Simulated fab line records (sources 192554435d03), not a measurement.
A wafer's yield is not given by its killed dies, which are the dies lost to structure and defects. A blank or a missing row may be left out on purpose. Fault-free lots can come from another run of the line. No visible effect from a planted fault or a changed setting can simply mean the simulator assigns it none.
Chamber matching || flow n5-finfet || pecvd-02 running N5_BEOL_M14_DEP_53: 3 sister chambers
The step deposits SiCN from 3MS/NH3, target thk 50 nm, time 17.8 s. 6 wafers are shown with their chamber, then 10 later ones without.

WAFERS PAIRED WITH THEIR CHAMBERS
{"wafer": "L081.5", "chamber": 0, "showerhead-plenum-p-Torr (Torr)": 4.17, "throttle-valve-pct (%)": 18.6}
{"wafer": "L082.6", "chamber": 0, "showerhead-plenum-p-Torr (Torr)": 4.17, "throttle-valve-pct (%)": 19.0}
{"wafer": "L086.2", "chamber": 2, "showerhead-plenum-p-Torr (Torr)": 4.11, "throttle-valve-pct (%)": 18.2}
{"wafer": "L086.4", "chamber": 2, "showerhead-plenum-p-Torr (Torr)": 4.10, "throttle-valve-pct (%)": 18.2}
{"wafer": "L085.1", "chamber": 1, "showerhead-plenum-p-Torr (Torr)": 4.19, "throttle-valve-pct (%)": 18.0}
{"wafer": "L085.3", "chamber": 1, "showerhead-plenum-p-Torr (Torr)": 4.20, "throttle-valve-pct (%)": 17.7}

WAFERS WITH NO CHAMBER GIVEN
{"wafer": "L085.6", "showerhead-plenum-p-Torr (Torr)": 4.10, "throttle-valve-pct (%)": 18.7}
{"wafer": "L091.3", "showerhead-plenum-p-Torr (Torr)": 4.18, "throttle-valve-pct (%)": 17.9}
{"wafer": "L091.4", "showerhead-plenum-p-Torr (Torr)": 4.11, "throttle-valve-pct (%)": 18.5}
{"wafer": "L091.5", "showerhead-plenum-p-Torr (Torr)": 4.11, "throttle-valve-pct (%)": 18.3}
{"wafer": "L090.1", "showerhead-plenum-p-Torr (Torr)": 4.11, "throttle-valve-pct (%)": 18.6}
{"wafer": "L090.2", "showerhead-plenum-p-Torr (Torr)": 4.18, "throttle-valve-pct (%)": 18.8}
{"wafer": "L090.6", "showerhead-plenum-p-Torr (Torr)": 4.18, "throttle-valve-pct (%)": 18.8}
{"wafer": "L096.1", "showerhead-plenum-p-Torr (Torr)": 4.10, "throttle-valve-pct (%)": 18.9}
{"wafer": "L096.2", "showerhead-plenum-p-Torr (Torr)": 4.18, "throttle-valve-pct (%)": 17.1}
{"wafer": "L096.4", "showerhead-plenum-p-Torr (Torr)": 4.18, "throttle-valve-pct (%)": 16.9}

EACH ONE'S CHAMBER
{"wafer": "L085.6", "from the rows above": 2, "in truth": 2}
{"wafer": "L091.3", "from the rows above": 1, "in truth": 1}
{"wafer": "L091.4", "from the rows above": 2, "in truth": 2}
{"wafer": "L091.5", "from the rows above": 2, "in truth": 2}
{"wafer": "L090.1", "from the rows above": 2, "in truth": 2}
{"wafer": "L090.2", "from the rows above": 0, "in truth": 0}
{"wafer": "L090.6", "from the rows above": 0, "in truth": 0}
{"wafer": "L096.1", "from the rows above": 2, "in truth": 2}
{"wafer": "L096.2", "from the rows above": 1, "in truth": 1}
{"wafer": "L096.4", "from the rows above": 1, "in truth": 1}
10 of 10 placed correctly. Not placeable from these rows: 0. Placed wrongly: 0.
How it was worked out, from the rows above alone: a wafer's distance from a chamber is the root of the sum, over the readings, of the square of ((its reading less the chamber's mean) divided by the reading's scatter). If the next closest chamber is less than 2 further off than the closest, the wafer can't be placed; otherwise it belongs to the closest. For every chamber, the mean is computed from those of its wafers that are shown. The scatter is the square root of a quotient: the sum, over the shown wafers, of each reading's squared deviation from its chamber's mean, divided by wafers minus chambers.
